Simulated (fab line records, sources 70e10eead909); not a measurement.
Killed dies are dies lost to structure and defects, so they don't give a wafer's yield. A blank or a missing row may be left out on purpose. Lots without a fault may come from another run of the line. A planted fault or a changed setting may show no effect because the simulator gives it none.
fab line records | flow nand_harc
record lots=10 wafers=30 last_day=24
route steps=1159 shown A_BLC@978 A_M0@1001 END@1159
lots that met no fault: from a run of the same line without faults
start_h: hours from the record's first day to the start of the lot's first wafer shown | wait_h: hours since the lot's step before | " the same as in the row above | L1.1+2: a row that stands for several wafers | - no value, or no start given | * or withheld: withheld | < > ~ a bound
route shown NAME@n: a module of which the file shows steps, and the number in the route of the first | usual: mean/standard deviation of fault-free wafers | same: alike in all rows | chamber/n: place in a boat | sites: the reading at each site | _std_site: their standard deviation | _edge_site: outer sites' mean less inner sites' | radius_mm: how far each site lies from the wafer's centre | mask NAME#n: copy n | behind: the tool/chamber that last shaped the wafer | hold: why the lot was held/for how many hours/how that ended | device: the transistor (n, p or np) that didn't switch | end of line: the same wafers' tests at the end of the route | a step without rows: its recipe alone | killed: dies lost to structure and defects at the first sort, not the wafer's yield | map: a wafer's dies, x killed, . not, _ none there
set.NAME: the setting as run; set.NAME@STEP: as run at that earlier step | model.NAME: the simulator's own value behind a step, which no gauge read
steps of the route over a sample of lots; a table a step, a row a wafer
services: from which hour (start_h, from the record's first day; less than 0 if before it) a tool's chamber was out of use, for how many hours, and why
## steps
# step NHARC_A_BLC_ETCH_16
# recipe target_depth_a=390 over_etch_frac=0.3 time_s=65 ion_energy_ev=80 cf4_flow_sccm=150 ar_flow_sccm=0 rf_w=300 bias_w=100 chemistry=CF4
# usual drypump_motor_current_A=5.7/0.46 oes_product_au=0.999/0.0089 rf_vpp_V=150.8/1.5 showerhead_plenum_p_Torr=1.74/0.091 throttle_valve_pct=13.284/0.0093
# columns lot.wafer tool chamber start_h wait_h drypump_motor_current_A oes_product_au rf_hours_counter_h rf_vpp_V showerhead_plenum_p_Torr throttle_valve_pct
L565.1 rie_diel-08 1 398.25 0.1 6.5 0.994 29 151.4 1.67 13.284
L565.5 " 1 " " 6.5 1.001 - 149.8 1.68 13.274
L565.4 " 3 " " 6.3 1.001 - 151.1 1.72 13.269
L567.4 rie_diel-11 1 418.48 0.1 6.0 0.993 4 150.3 1.65 13.264
L567.3 " 2 " " 5.2 0.991 4 153.3 1.87 13.276
L567.5 " 1 " " 6.0 1.003 - 149.4 1.65 13.277
L569.2 rie_diel-01 0 423.44 0.1 5.6 0.988 8 151.5 1.73 13.299
L569.1 " 1 " " 5.3 0.990 11 149.7 1.69 13.284
L569.6 " 0 " " 5.6 0.996 - 150.8 1.73 13.277
L568.5 rie_diel-11 3 433.34 0.1 5.0 0.983 - 152.7 1.88 13.274
L568.4 " 1 " " 6.0 1.002 - 149.9 1.65 13.293
L568.6 " 2 " " 5.2 0.989 - 151.8 1.87 13.287
L572.2 rie_diel-01 2 434.79 0.1 5.6 1.011 11 148.6 1.66 13.272
L572.3 " 0 " " 5.6 1.012 10 151.4 1.73 13.270
L572.5 " 2 " " 5.6 1.005 - 150.2 1.66 13.285
L571.2 rie_diel-01 2 449.01 0.1 5.6 0.993 13 149.1 1.66 13.295
L571.1 " 0 " " 5.6 1.012 12 150.3 1.73 13.272
L571.6 " 3 " " 6.3 0.988 - 150.7 1.79 13.281
L570.2 rie_diel-11 0 453.19 0.1 6.3 1.009 5 150.2 1.67 13.284
L570.4 " 1 " " 6.0 1.006 7 149.0 1.65 13.291
L570.6 " 0 " " 6.2 1.006 - 149.4 1.67 13.293
L577.2 rie_diel-01 0 460.33 0.1 5.6 1.001 14 151.6 1.73 13.290
L577.4 " 1 " " 5.4 0.982 16 149.1 1.69 13.292
L577.5 " 0 " " 5.6 1.010 - 151.0 1.73 13.290
L584.4 rie_diel-11 0 499.52 0.1 6.2 1.005 11 149.8 1.67 13.281
L584.2 " 2 " " 5.2 1.000 12 153.7 1.87 13.277
L584.6 " 0 " " 6.3 1.004 - 150.9 1.67 13.295
L586.2 rie_diel-01 0 517.60 0.1 5.6 1.005 1 148.4 1.72 13.283
L586.4 " 1 " " 5.4 1.022 1 150.0 1.68 13.286
L586.6 " 1 " " 5.4 1.009 - 150.9 1.68 13.288
# step NHARC_A_BLC_ALD_23
# recipe target_thk_a=30 pulse_time_s=1 ald_cycles=150 temp_c=450 material=TiN
# usual heater_power_outer_w=675/76 heater_power_w=1048/110 precursor_pulse_height_rel=1.000/0.019
# columns lot.wafer tool chamber start_h wait_h heater_power_outer_w heater_power_w precursor_pulse_height_rel
L565.1 ald_metal-03 3 400.14 - 495 800 1.019
L565.5 " 3 " " 489 777 1.008
L565.4 " 0 " " 606 922 0.967
L567.3 ald_metal-03 2 420.24 - 706 1111 1.048
L567.4 " 0 " " 601 903 0.987
L567.5 " 2 " " 709 1121 1.018
L569.2 ald_metal-02 0 425.17 - 599 994 1.016
L569.1 " 2 " " 725 1146 1.022
L569.6 " 0 " " 603 1007 0.982
L568.4 ald_metal-02 3 435.30 - 749 1104 1.023
L568.5 " 0 " " 608 983 0.981
L568.6 " 1 " " 653 1030 0.987
L572.2 ald_metal-01 1 436.58 - 762 1077 0.979
L572.3 " 2 " " 712 1118 0.989
L572.5 " 1 " " 761 1086 0.960
L571.1 ald_metal-03 3 450.74 - 472 785 0.968
L571.2 " 2 " " 685 1124 0.972
L571.6 " 3 " " 491 752 0.979
L570.2 ald_metal-02 1 454.98 - 652 1059 0.980
L570.4 " 2 " " 730 1184 1.002
L570.6 " 3 " " 748 1071 1.004
L577.2 ald_metal-02 1 462.27 - 665 1030 0.998
L577.4 " 2 " " 726 1173 1.035
L577.5 " 3 " " 760 1101 1.022
L584.4 ald_metal-02 3 501.29 - 742 1085 1.026
L584.2 " 0 " " 591 996 0.998
L584.6 " 2 " " 723 1198 1.017
L586.2 ald_metal-02 3 519.33 - 748 1091 0.993
L586.4 " 1 " " 646 1030 1.032
L586.6 " 0 " " 602 1012 0.999
# step NHARC_A_M0_EXPOSE_06
# recipe na=1.35 target_cd_nm=80 dose_mj=83.25 mask_id=A_M0
# usual exposure_dose_mJ_cm2=83.9/0.7 reticle_temp_C=22.99/0.095
# columns lot.wafer tool chamber start_h wait_h mask exposure_dose_mJ_cm2 reticle_temp_C
L565.1 arfi_scanner-01 0 413.60 - A_M0#0 83.2 23.01
L565.4 " 0 " " A_M0#0 83.1 23.03
L565.5 " 0 " " A_M0#0 83.2 22.95
L567.3 arfi_scanner-02 0 422.14 - A_M0#0 84.5 22.91
L567.4 " 0 " " A_M0#0 84.5 22.94
L567.5 " 0 " " A_M0#0 84.6 23.05
L569.1 arfi_scanner-01 0 428.99 - A_M0#0 83.2 23.14
L569.2 " 0 " " A_M0#0 83.2 22.98
L569.6 " 0 " " A_M0#0 83.1 23.04
L568.4 arfi_scanner-01 0 444.74 - A_M0#0 83.2 22.93
L568.5 " 0 " " A_M0#0 83.3 23.03
L568.6 " 0 " " A_M0#0 83.2 23.05
L572.2 arfi_scanner-03 0 445.18 - A_M0#0 83.2 22.87
L572.3 " 0 " " A_M0#0 83.2 22.98
L572.5 " 0 " " A_M0#0 83.2 22.93
L571.1 arfi_scanner-02 0 455.58 - A_M0#0 114.7 22.89
L571.2 " 0 " " A_M0#0 114.8 23.00
L571.6 " 0 " " A_M0#0 114.7 22.81
L570.2 arfi_scanner-02 0 459.49 - A_M0#0 108.8 22.97
L570.4 " 0 " " A_M0#0 108.8 23.02
L570.6 " 0 " " A_M0#0 108.7 22.97
L577.2 arfi_scanner-03 0 469.56 - A_M0#0 83.1 22.97
L577.4 " 0 " " A_M0#0 83.2 23.04
L577.5 " 0 " " A_M0#0 83.1 23.12
L584.2 arfi_scanner-03 0 504.32 - A_M0#0 83.3 22.98
L584.4 " 0 " " A_M0#0 83.1 23.04
L584.6 " 0 " " A_M0#0 83.2 23.08
L586.2 arfi_scanner-03 0 523.58 - A_M0#0 83.2 22.94
L586.4 " 0 " " A_M0#0 83.2 22.96
L586.6 " 0 " " A_M0#0 83.2 23.04
# step NHARC_A_M0_CD_MEAS_09
# recipe target_cd_nm=80 landing_energy_ev=500
# usual cd_nm=80.3/0.71
# columns lot.wafer tool chamber start_h wait_h cd_nm
L565.1 cd_sem-03 0 413.74 - 80.1
L565.4 " 0 " " 80.5
L565.5 " 0 " " 80.3
L567.3 cd_sem-02 0 422.28 - 80.4
L567.4 " 0 " " 80.5
L567.5 " 0 " " 80.1
L569.1 cd_sem-03 0 429.13 - 81.4
L569.2 " 0 " " 82.3
L569.6 " 0 " " 81.3
L568.4 cd_sem-02 0 444.88 - 81.7
L568.5 " 0 " " 80.0
L568.6 " 0 " " 80.3
L572.2 cd_sem-02 0 445.32 - 80.3
L572.3 " 0 " " 81.8
L572.5 " 0 " " 81.0
L571.1 cd_sem-03 0 455.72 - 99.4
L571.2 " 0 " " 100.6
L571.6 " 0 " " 100.1
L570.2 cd_sem-03 0 459.63 - 97.5
L570.4 " 0 " " 97.0
L570.6 " 0 " " 95.9
L577.2 cd_sem-01 0 469.70 - 79.8
L577.4 " 0 " " 79.0
L577.5 " 0 " " 78.9
L584.2 cd_sem-03 0 504.46 - 80.0
L584.4 " 0 " " 80.8
L584.6 " 0 " " 80.2
L586.2 cd_sem-03 0 523.72 - 80.5
L586.4 " 0 " " 79.9
L586.6 " 0 " " 80.0
# step NHARC_A_M0_DESCUM_14
# recipe time_s=3 o2_flow_sccm=200 ar_flow_sccm=0 bias_power_w=0 chemistry=O2
# usual drypump_motor_current_A=5.8/0.4 oes_product_au=0.997/0.01 rf_vpp_V=57.9/0.87 showerhead_plenum_p_Torr=1.93/0.048 throttle_valve_pct=11.311/0.0086
# columns lot.wafer tool chamber start_h wait_h drypump_motor_current_A oes_product_au rf_hours_counter_h rf_vpp_V showerhead_plenum_p_Torr throttle_valve_pct
L565.1 rie_diel-05 1 413.93 0.1 5.2 0.994 4 56.9 1.97 11.316
L565.4 " 3 " " 5.9 0.996 4 58.4 2.00 11.317
L565.5 " 1 " " 5.2 1.000 - 56.7 1.97 11.315
L567.3 rie_diel-07 2 422.47 0.1 5.8 0.974 0 57.1 1.98 11.305
L567.4 " 3 " " 5.4 1.013 0 57.1 1.96 11.312
L567.5 " 1 " " 5.4 1.008 - 60.3 2.02 11.330
L569.2 rie_diel-05 0 429.31 0.1 5.3 1.002 4 55.5 1.93 11.318
L569.1 " 2 " " 6.5 0.985 5 56.8 1.85 11.293
L569.6 " 0 " " 5.3 1.003 - 58.1 1.93 11.302
L568.4 rie_diel-06 3 445.07 0.1 5.9 0.984 0 57.7 1.86 11.321
L568.6 " 3 " " 5.9 0.986 - 57.2 1.86 11.306
L568.5 " 0 " " 6.2 0.995 - 57.8 1.89 11.309
L572.2 rie_diel-06 3 445.51 0.1 5.9 0.992 1 57.5 1.86 11.306
L572.3 " 2 " " 5.8 1.008 1 59.1 1.92 11.322
L572.5 " 0 " " 6.2 0.982 - 57.8 1.89 11.295
L571.1 rie_diel-06 2 455.93 0.1 5.9 1.011 1 58.2 1.92 11.297
L571.2 " 0 " " 6.2 1.001 1 56.7 1.89 11.318
L571.6 " 2 " " 5.9 1.009 - 58.6 1.92 11.301
L570.2 rie_diel-05 1 459.82 0.1 5.2 0.989 7 56.2 1.97 11.307
L570.4 " 2 " " 6.5 0.982 8 57.2 1.85 11.315
L570.6 " 0 " " 5.3 1.011 - 58.0 1.93 11.315
L577.2 rie_diel-05 3 469.90 0.1 5.9 0.996 9 60.2 2.00 11.321
L577.4 " 0 " " 5.3 1.003 - 57.4 1.93 11.307
L577.5 " 1 " " 5.2 0.977 - 57.8 1.97 11.303
L584.2 rie_diel-05 0 504.67 0.1 5.3 1.006 12 56.3 1.93 11.309
L584.6 " 0 " " 5.4 1.004 - 57.4 1.93 11.304
L584.4 " 1 " " 5.2 0.986 - 58.0 1.96 11.316
L586.4 rie_diel-07 0 523.93 0.1 6.4 0.999 7 58.3 1.91 11.313
L586.2 " 2 " " 5.8 0.993 8 59.1 1.98 11.322
L586.6 " 0 " " 6.4 1.001 - 56.6 1.91 11.327
# step NHARC_END_SORT_01
# recipe temp_c=25
# usual defect_limited_yield=95.2/1.3 killed_at_array=29/9.4 killed_at_other=0.7/1.3 killed_at_periphery=2.9/2.1 killed_dies=32/9 killed_open=3.3/1.8 killed_short=1.9/1.4 sort_bin_2_pct=1.4/0.53 sort_bin_3_pct=0.28/0.21 sort_bin_4_pct=3.1/0.91 sort_n_pass=645/9 sort_rim_yield_pct=97.4/1.7 sort_yield_pct=95.2/1.3
# same gross_dies=677 sort_bin_5_pct[%]=0 sort_bin_6_pct[%]=0 sort_bin_7_pct[%]=0 sort_bin_8_pct[%]=0 sort_rim_n_gross=106.00
# columns lot.wafer tool chamber start_h wait_h defect_limited_yield[%] killed_at_array killed_at_other killed_at_periphery killed_dies killed_open killed_short sort_bin_2_pct[%] sort_bin_3_pct[%] sort_bin_4_pct[%] sort_n_pass sort_rim_yield_pct[%] sort_yield_pct[%]
L570.6 prober-01 0 499.49 4.0 96.5 21 2 1 24 2 2 1.0 0.30 2.2 653 98.1 96.5
L571.2 prober-02 0 504.03 2.8 96.0 21 0 6 27 6 4 0.7 0.30 3.0 650 95.3 96.0
# killed by level:class
L570.6 A_CHANNEL_HOLE_D1:chamber_film_flake=7 A_SGD_CUT:chamber_film_flake=3 A_CONTACT:chamber_film_flake=3 A_STAIRCASE:chamber_film_flake=2 A_WL_FILL:chamber_film_flake=2 THIN_TSV:chamber_film_flake=2 A_ONON_D1:geometric_particle:short=1 A_CHANNEL_HOLE_D1:geometric_particle:short=1
L571.2 A_CONTACT:chamber_film_flake=6 A_CHANNEL_HOLE_D1:chamber_film_flake=4 A_CHANNEL_FILL_D1:geometric_particle:open=3 A_STAIRCASE:chamber_film_flake=3 A_CONTACT:geometric_particle:short=2 P_ZERO_WELL:chamber_film_flake=2 P_STI:chamber_film_flake=2 P_M1:geometric_particle:open=1
## services
# columns tool chamber start_h hours kind
ald_metal-03 1 377.92 26.3 repair
rie_diel-07 2 404.52 7.0 repair
ald_metal-02 - 416.07 1.1 repair
rie_diel-06 - 418.20 9.0 pm
rie_diel-11 0 426.37 15.6 repair
arfi_scanner-02 - 428.00 4.0 pm
ald_metal-03 1 437.73 3.5 repair
rie_diel-05 1 441.04 6.7 repair
arfi_scanner-01 - 441.42 2.6 repair
ald_metal-03 - 445.22 1.1 repair
ald_metal-02 0 448.70 29.8 repair
rie_diel-11 2 453.99 5.9 repair
ald_metal-03 - 455.76 0.6 repair
rie_diel-05 2 461.19 116.2 repair
rie_diel-06 2 470.94 14.3 repair
rie_diel-01 3 478.11 3.8 repair
arfi_scanner-02 - 481.43 0.6 repair
arfi_scanner-03 - 484.00 4.0 pm
arfi_scanner-01 - 484.77 4.0 pm
rie_diel-01 - 491.80 9.0 pm
ald_metal-03 - 500.00 10.0 pm
rie_diel-11 0 503.81 2.8 repair
rie_diel-05 - 517.73 9.0 pm
rie_diel-06 2 520.52 2.5 repair
## key
first_sign step=NHARC_A_M0_EXPOSE_06 reading=exposure_dose_mJ_cm2 direction=up sigmas=40 usual=83.9 struck=111.8
effect step=NHARC_A_M0_CD_MEAS_09 reading=cd_nm direction=up sigmas=26 usual=80.3 struck=98.4 through=control_loop
met_at NHARC_A_M0_EXPOSE_06
struck_lots L570,L571
loop_trim step=NHARC_A_M0_EXPOSE_06 setting=dose lots=L570
not_acting_at NHARC_A_BLC_ETCH_16,NHARC_A_BLC_ALD_23,NHARC_A_M0_DESCUM_14
onset_between 422.14 455.58
fault kind=process_parameter_drift tool=arfi_scanner-02 chamber=- onset_h=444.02 steps=NHARC_A_M0_EXPOSE_06 channel=dose_mj offset=30.108 shape=step acts_in=these_recipes_only stated=83.25
# loop_trim: a control loop set the setting to another value than it would have without faults
